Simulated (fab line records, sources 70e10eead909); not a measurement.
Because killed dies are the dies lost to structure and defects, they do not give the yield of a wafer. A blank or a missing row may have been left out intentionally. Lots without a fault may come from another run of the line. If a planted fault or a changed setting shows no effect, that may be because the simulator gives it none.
Chamber matching :: flow nand harc :: rie diel-05 running NHARC_A_STAIRCASE_TRIM_229: 4 sister chambers
The step chemistry O2, time 211.2 s. 14 wafers are shown with their chamber, then 7 later ones without.

## WAFERS, EACH WITH ITS CHAMBER
wafer: L075.1
chamber: 2
drypump motor current A (A): 6.1
showerhead plenum p Torr (Torr): 3.30
rf vpp V (V): 57.2

wafer: L075.2
chamber: 1
drypump motor current A (A): 5.4
showerhead plenum p Torr (Torr): 3.61
rf vpp V (V): 57.6

wafer: L075.3
chamber: 3
drypump motor current A (A): 5.2
showerhead plenum p Torr (Torr): 3.75
rf vpp V (V): 57.8

wafer: L077.3
chamber: 3
drypump motor current A (A): 5.2
showerhead plenum p Torr (Torr): 3.75
rf vpp V (V): 59.5

wafer: L077.5
chamber: 0
drypump motor current A (A): 6.3
showerhead plenum p Torr (Torr): 3.29
rf vpp V (V): 58.3

wafer: L077.6
chamber: 1
drypump motor current A (A): 5.4
showerhead plenum p Torr (Torr): 3.60
rf vpp V (V): 56.5

wafer: L080.3
chamber: 2
drypump motor current A (A): 6.2
showerhead plenum p Torr (Torr): 3.29
rf vpp V (V): 56.0

wafer: L080.5
chamber: 2
drypump motor current A (A): 6.2
showerhead plenum p Torr (Torr): 3.29
rf vpp V (V): 57.3

wafer: L080.6
chamber: 1
drypump motor current A (A): 5.4
showerhead plenum p Torr (Torr): 3.59
rf vpp V (V): 59.0

wafer: L083.1
chamber: 1
drypump motor current A (A): 5.4
showerhead plenum p Torr (Torr): 3.59
rf vpp V (V): 56.6

wafer: L083.2
chamber: 0
drypump motor current A (A): 6.3
showerhead plenum p Torr (Torr): 3.80
rf vpp V (V): 57.8

wafer: L083.6
chamber: 2
drypump motor current A (A): 6.1
showerhead plenum p Torr (Torr): 3.29
rf vpp V (V): 54.8

wafer: L084.1
chamber: 0
drypump motor current A (A): 6.3
showerhead plenum p Torr (Torr): 3.80
rf vpp V (V): 59.8

wafer: L084.2
chamber: 3
drypump motor current A (A): 5.2
showerhead plenum p Torr (Torr): 3.73
rf vpp V (V): 58.1

SIGNATURES (means of the wafers above)
reading: drypump motor current A
chamber 0: 6.300
chamber 1: 5.400
chamber 2: 6.150
chamber 3: 5.200
scatter within a chamber: 0.0316

reading: showerhead plenum p Torr
chamber 0: 3.6300
chamber 1: 3.5975
chamber 2: 3.2925
chamber 3: 3.7433
scatter within a chamber: 0.132

reading: rf vpp V
chamber 0: 58.633
chamber 1: 57.425
chamber 2: 56.325
chamber 3: 58.467
scatter within a chamber: 1.1
Rule: a wafer's distance from a chamber is the root of the sum, over the readings, of the square of ((its reading less the chamber's mean) divided by the reading's scatter). If the next closest chamber is less than 2 further off than the closest, the wafer can't be placed; otherwise it belongs to the closest. The scatter: take each reading less its chamber's mean, square it, sum over the shown wafers, divide by the number of wafers less the number of chambers, and take the root.

## WAFERS WHOSE CHAMBER IS MISSING
wafer: L084.4
drypump motor current A (A): 5.4
showerhead plenum p Torr (Torr): 3.59
rf vpp V (V): 57.9

wafer: L085.2
drypump motor current A (A): 6.3
showerhead plenum p Torr (Torr): 3.80
rf vpp V (V): 57.3

wafer: L085.4
drypump motor current A (A): 5.4
showerhead plenum p Torr (Torr): 3.59
rf vpp V (V): 57.3

wafer: L085.6
drypump motor current A (A): 5.2
showerhead plenum p Torr (Torr): 3.73
rf vpp V (V): 58.9

wafer: L089.1
drypump motor current A (A): 5.4
showerhead plenum p Torr (Torr): 3.58
rf vpp V (V): 58.3

wafer: L089.4
drypump motor current A (A): 5.2
showerhead plenum p Torr (Torr): 3.72
rf vpp V (V): 58.7

wafer: L089.5
drypump motor current A (A): 6.3
showerhead plenum p Torr (Torr): 3.79
rf vpp V (V): 59.4

## CHAMBER TAKEN BY EACH
wafer: L084.4
from the rows above: 1
in truth: 1

wafer: L085.2
from the rows above: 0
in truth: 0

wafer: L085.4
from the rows above: 1
in truth: 1

wafer: L085.6
from the rows above: 3
in truth: 3

wafer: L089.1
from the rows above: 1
in truth: 1

wafer: L089.4
from the rows above: 3
in truth: 3

wafer: L089.5
from the rows above: 0
in truth: 0
7 of 7 placed correctly. Left unplaced by these rows: 0. Placed wrongly: 0.
